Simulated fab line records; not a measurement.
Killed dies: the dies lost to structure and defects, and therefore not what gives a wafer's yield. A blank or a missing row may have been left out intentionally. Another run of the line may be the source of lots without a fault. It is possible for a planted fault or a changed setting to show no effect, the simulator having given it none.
The tool behind it: which one?	flow n5-finfet	24 wafers from 8 lots sampled at 8 of the route's 1938 steps

== WHAT EACH GAUGE READ, for each wafer ==
N5_BEOL_M1_INSPECT_59: inspects for defects (darkfield). Usual: raw-defect-count at 78, with a standard deviation of 24.
lot	measured	on	raw-defect-count	flag
L573	day 6 22:31	defect-inspect-02	115 114 108	
L576	day 8 01:29	defect-inspect-01	67 364 64	OFF
L577	day 8 03:12	defect-inspect-01	412 76 38	OFF
L580	day 8 20:13	defect-inspect-02	67 72 372	OFF
L586	day 11 03:07	defect-inspect-01	76 60 56	
L591	day 11 18:43	defect-inspect-02	57 70 72	
L593	day 12 19:05	defect-inspect-01	54 43 94	
L594	day 12 21:04	defect-inspect-02	42 69 65	

N5_BEOL_M2_INSPECT_13: inspects for defects (brightfield). Usual: raw-defect-count at 391, with a standard deviation of 93.
lot	measured	on	raw-defect-count	flag
L573	day 7 00:02	defect-inspect-02	352 364 416	
L576	day 8 02:46	defect-inspect-01	313 605 322	
L577	day 8 05:25	defect-inspect-01	718 342 336	
L580	day 8 22:28	defect-inspect-01	412 320 665	
L586	day 11 04:06	defect-inspect-02	408 473 444	
L591	day 11 19:30	defect-inspect-02	340 414 421	
L593	day 12 20:21	defect-inspect-01	225 243 356	
L594	day 12 23:15	defect-inspect-01	328 231 344	

N5_BEOL_M2_INSPECT_30: inspects for defects (brightfield). Usual: raw-defect-count at 392, with a standard deviation of 92.
lot	measured	on	raw-defect-count	flag
L573	day 7 01:10	defect-inspect-02	380 369 420	
L576	day 8 04:18	defect-inspect-01	314 600 340	
L577	day 8 06:28	defect-inspect-02	769 375 392	
L580	day 8 23:20	defect-inspect-01	388 345 661	
L586	day 11 04:59	defect-inspect-01	385 424 388	
L591	day 11 20:23	defect-inspect-02	361 401 422	
L593	day 12 21:43	defect-inspect-02	258 280 401	
L594	day 13 00:08	defect-inspect-02	397 295 427	

N5_BEOL_M4_RC_MEAS_101. Usual: DIBL_N 36.3 mV/V, standard deviation 1.2; DIBL_P 36.3 mV/V, standard deviation 1.4; IOFF_N 0.160 nA/um, standard deviation 0.02; IOFF_P 0.210 nA/um, standard deviation 0.025; ION_N 675 uA/um, standard deviation 9.5; ION_P 462 uA/um, standard deviation 7; SS_N 71.5 mV/dec, standard deviation 0.53; SS_P 73.4 mV/dec, standard deviation 0.55; VT_N 249.5 mV, standard deviation 2.6; VT_P -250.1 mV, standard deviation 2.9.
lot	measured	on	DIBL_N (mV/V)	DIBL_P (mV/V)	IOFF_N (nA/um)	IOFF_P (nA/um)	ION_N (uA/um)	ION_P (uA/um)	SS_N (mV/dec)	SS_P (mV/dec)	VT_N (mV)	VT_P (mV)	flag
L573	day 9 18:37	prober-02	36.3 34.5 35.9	34.9 32.6 34.7	0.153 0.122 0.137	0.215 0.183 0.208	677 668 664	470 466 461	71.7 70.6 70.9	73.4 73.0 74.0	250.1 249.7 249.9	-252.6 -251.5 -249.6	
L576	day 10 02:20	prober-02	36.7 36.0 35.7	37.4 36.1 35.6	0.178 0.155 0.147	0.258 0.236 0.217	679 667 668	466 460 460	71.6 71.6 71.5	74.1 73.8 73.6	245.1 250.2 247.7	-243.4 -246.4 -246.2	
L577	day 10 05:20	prober-01	37.9 37.2 36.4	36.3 37.1 35.5	0.179 0.172 0.152	0.211 0.231 0.203	692 684 677	467 469 462	71.9 71.8 72.2	73.8 73.4 73.8	249.8 250.0 251.3	-250.3 -247.6 -250.0	
L580	day 11 07:54	prober-02	36.4 34.4 34.4	35.8 34.2 33.7	0.157 0.134 0.129	0.224 0.198 0.191	671 666 661	462 465 461	71.4 70.9 71.1	72.4 72.1 72.8	251.7 250.7 250.5	-247.5 -250.9 -251.9	
L586	day 14 05:13	prober-01	36.4 35.2 37.0	36.7 36.0 38.2	0.158 0.150 0.183	0.191 0.186 0.222	683 678 688	464 459 469	72.2 72.1 72.0	73.5 72.6 74.2	251.5 249.7 247.0	-252.5 -253.6 -250.8	
L591	day 14 22:32	prober-01	35.8 35.5 34.8	36.4 34.8 34.7	0.172 0.154 0.147	0.200 0.179 0.184	682 676 677	461 458 464	70.8 71.4 70.5	73.0 73.1 72.1	246.2 247.9 250.8	-253.4 -254.3 -251.8	
L593	day 16 03:17	prober-02	35.3 34.8 34.6	36.4 34.8 35.8	0.154 0.143 0.151	0.208 0.183 0.206	679 683 691	472 466 466	71.6 70.8 71.3	72.7 72.7 72.1	247.8 248.7 250.1	-249.9 -250.5 -247.9	
L594	day 15 20:00	prober-01	33.8 35.6 36.2	35.9 36.3 37.2	0.157 0.190 0.183	0.187 0.194 0.204	675 668 668	459 452 452	70.8 71.2 71.7	73.3 73.7 74.0	248.4 248.9 250.5	-252.7 -254.3 -252.4	

== WHICH TOOL RAN EACH LOT (tool, then ch and the chambers of the sampled wafers, then the start) ==
lot	N5_BEOL_M1_SPUTTER_90	N5_BEOL_M1_ANNEAL_51	N5_BEOL_M1_CMP_52	N5_BEOL_M1_CO_CAP_55
L573	pvd-sputter-03, day 6 20:47	rtp-anneal-01 ch 0, day 6 21:41	cmp-04 ch 1,2,3, day 6 21:56	cvd-co-01 ch 0,1,2, day 6 22:19
L576	pvd-sputter-02, day 7 23:44	rtp-anneal-02 ch 0, day 8 00:41	cmp-04 ch 0,1, day 8 00:55	cvd-co-01 ch 0,1,2, day 8 01:15
L577	pvd-sputter-03, day 8 01:25	rtp-anneal-02 ch 0, day 8 02:23	cmp-04 ch 0,1, day 8 02:36	cvd-co-01 ch 1,2, day 8 02:59
L580	pvd-sputter-01, day 8 18:29	rtp-anneal-01 ch 0, day 8 19:23	cmp-04 ch 0,1,3, day 8 19:43	cvd-co-01 ch 0,1, day 8 20:01
L586	pvd-sputter-01, day 11 01:23	rtp-anneal-02 ch 0, day 11 02:14	cmp-04 ch 0,1,3, day 11 02:34	cvd-co-01 ch 0,1,2, day 11 02:55
L591	pvd-sputter-02, day 11 16:57	rtp-anneal-02 ch 0, day 11 17:53	cmp-04 ch 0,2,3, day 11 18:10	cvd-co-02 ch 1,2, day 11 18:30
L593	pvd-sputter-03, day 12 12:47	rtp-anneal-02 ch 0, day 12 18:12	cmp-04 ch 0,1,3, day 12 18:34	cvd-co-01 ch 0,1,2, day 12 18:52
L594	pvd-sputter-03, day 12 19:17	rtp-anneal-01 ch 0, day 12 20:08	cmp-04 ch 0,1,3, day 12 20:26	cvd-co-02 ch 0,2, day 12 20:49
- N5_BEOL_M1_SPUTTER_90: material Cu, target thk 4.5 nm, time 8.29 s.
- N5_BEOL_M1_ANNEAL_51: time 90 s.
- N5_BEOL_M1_CMP_52: polishes, stops on SiOC, t overpolish 6.8 s, target thk 40 nm.
- N5_BEOL_M1_CO_CAP_55: material Co, precursor CCTBA/H2, target thk 2 nm, time 102.1 s.

== AS READ BY THE TOOLS THEMSELVES (means over the sampled wafers that have a number; for cases with no such wafer, the mark the record gives instead) ==
N5_BEOL_M1_SPUTTER_90. Usual: throttle-valve-pct at 30.3 %, with a standard deviation of 1.5.
lot	tool	throttle-valve-pct (%)	flag
L573	pvd-sputter-03	30.2	
L576	pvd-sputter-02	30.3	
L577	pvd-sputter-03	30.3	
L580	pvd-sputter-01	30.2	
L586	pvd-sputter-01	29.5	
L591	pvd-sputter-02	29.1	
L593	pvd-sputter-03	31.0	
L594	pvd-sputter-03	30.1	

N5_BEOL_M1_ANNEAL_51. Usual: anneal-temp-c 224.98 C, standard deviation 0.17; wafer_temp_C_max 226.0, standard deviation 0.39.
lot	tool	anneal-temp-c (C)	wafer_temp_C_max	flag
L573	rtp-anneal-01	224.93	225.7	
L576	rtp-anneal-02	224.94	226.1	
L577	rtp-anneal-02	224.95	226.3	
L580	rtp-anneal-01	224.98	225.4	
L586	rtp-anneal-02	224.95	226.3	
L591	rtp-anneal-02	224.93	226.4	
L593	rtp-anneal-02	225.24	226.1	
L594	rtp-anneal-01	225.05	225.5	

N5_BEOL_M1_CMP_52. Usual: barrier-field-endpoint-s 24.7 s, standard deviation 0.63; motor-current-A 6.0 A, standard deviation 0.47; overpolish-run-s 6.802 s, standard deviation 0.0097; slurry-filter-dp-kPa 13.51 kPa, standard deviation 0.14; slurry-flow-ml-min 150.0, standard deviation 0.4; time-to-endpoint-s 62.4 s, standard deviation 2.4.
lot	tool	barrier-field-endpoint-s (s)	motor-current-A (A)	overpolish-run-s (s)	slurry-filter-dp-kPa (kPa)	slurry-flow-ml-min	time-to-endpoint-s (s)	flag
L573	cmp-04	23.9	6.3	6.798	13.48	150.1	63.2	
L576	cmp-04	24.3	5.8	6.807	13.38	150.0	62.4	
L577	cmp-04	25.0	5.8	6.801	13.47	150.1	62.3	
L580	cmp-04	25.6	6.3	6.801	13.49	149.7	66.3	
L586	cmp-04	24.4	6.2	6.803	13.56	149.9	59.4	
L591	cmp-04	24.9	6.5	6.798	13.50	149.6	65.0	
L593	cmp-04	24.0	6.0	6.790	13.58	150.2	61.7	
L594	cmp-04	23.8	6.1	6.801	13.45	150.1	60.2	

N5_BEOL_M1_CO_CAP_55. Usual: heater-power-w at 238 W, with a standard deviation of 22.
lot	tool	heater-power-w (W)	flag
L573	cvd-co-01	226	
L576	cvd-co-01	230	
L577	cvd-co-01	239	
L580	cvd-co-01	230	
L586	cvd-co-01	228	
L591	cvd-co-02	242	
L593	cvd-co-01	228	
L594	cvd-co-02	271	

== THE ANSWER, worked out from the rows above alone ==
Rule: lot off if the mean of its wafers having a number is beyond 3 standard deviations from the usual mean. A lot without any number at a reading at which 4 lots or more have one is off too. Where the step has rows for the other lots, those lots are counted as sound. First the gauges in route order, then the tools' own readings, where a lot's mean is used as printed above. The first step at which some lot is off is used, and at that step the reading that is off furthest; a lot without a number counts as furthest.
Off, at N5_BEOL_M1_INSPECT_59 on raw-defect-count: L576, L577, L580.
A tool fits if, at a process step before that reading, it ran every lot that is off, and no sound lot after the first of them. The gauges at N5_BEOL_M1_INSPECT_59 are tried like those tools. Of those tried, none fits.

== WHAT HAD BEEN PUT IN BY THE SIMULATOR ==
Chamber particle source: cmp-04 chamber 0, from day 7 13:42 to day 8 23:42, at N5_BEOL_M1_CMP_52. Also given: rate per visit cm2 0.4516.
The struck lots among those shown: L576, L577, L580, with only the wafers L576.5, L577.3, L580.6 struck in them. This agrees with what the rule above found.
